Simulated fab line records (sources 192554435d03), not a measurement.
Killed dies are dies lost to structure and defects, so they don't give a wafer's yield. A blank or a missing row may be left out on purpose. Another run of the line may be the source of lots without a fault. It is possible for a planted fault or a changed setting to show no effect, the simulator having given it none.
Chamber matching + flow n5Finfet + N5_FIN_SAQP_MANDREL_ETCH_58 on rieSi-04 has 4 sister chambers
The step etches a-Si in HBr/Cl2, stops on SiNx, target depth 45 nm, bt time 10 s, time 27 s. 4 wafers are shown with their chamber, then 9 later ones without.

EACH WAFER AND ITS CHAMBER
| wafer  | chamber | throttleValvePct (%) |
|--------|---------|----------------------|
| L078.3 | 1       | 35.77                |
| L088.1 | 0       | 35.76                |
| L088.4 | 2       | 35.43                |
| L088.6 | 3       | 35.37                |

WAFERS WITH NO CHAMBER GIVEN
| wafer  | throttleValvePct (%) |
|--------|----------------------|
| L090.3 | 35.45                |
| L090.4 | 35.76                |
| L090.6 | 35.77                |
| L091.2 | 35.36                |
| L091.4 | 35.43                |
| L091.6 | 35.75                |
| L097.1 | 35.43                |
| L097.2 | 35.37                |
| L097.3 | 35.76                |

CHAMBER TAKEN BY EACH
| wafer  | from the rows above     | in truth |
|--------|-------------------------|----------|
| L090.3 | 2                       | 2        |
| L090.4 | can't be placed: 0 or 1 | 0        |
| L090.6 | can't be placed: 1 or 0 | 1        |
| L091.2 | 3                       | 3        |
| L091.4 | 2                       | 2        |
| L091.6 | can't be placed: 0 or 1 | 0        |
| L097.1 | 2                       | 2        |
| L097.2 | 3                       | 3        |
| L097.3 | can't be placed: 0 or 1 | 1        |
Placed correctly: 5 of 9. Not placeable from these rows: 4 (in 4, the candidates include the true chamber). 0 placed wrongly.
How it was worked out, from the rows above alone: a wafer's distance from a chamber is the root of the sum, over the readings, of the square of ((its reading less the chamber's mean) divided by the reading's scatter). If the next closest chamber is less than 2 further off than the closest, the wafer can't be placed; otherwise it belongs to the closest. Each chamber's mean is taken over the wafers shown for it. The scatter: root of mean squared gap, hidden wafer to nearest shown wafer, with one shown wafer a chamber.
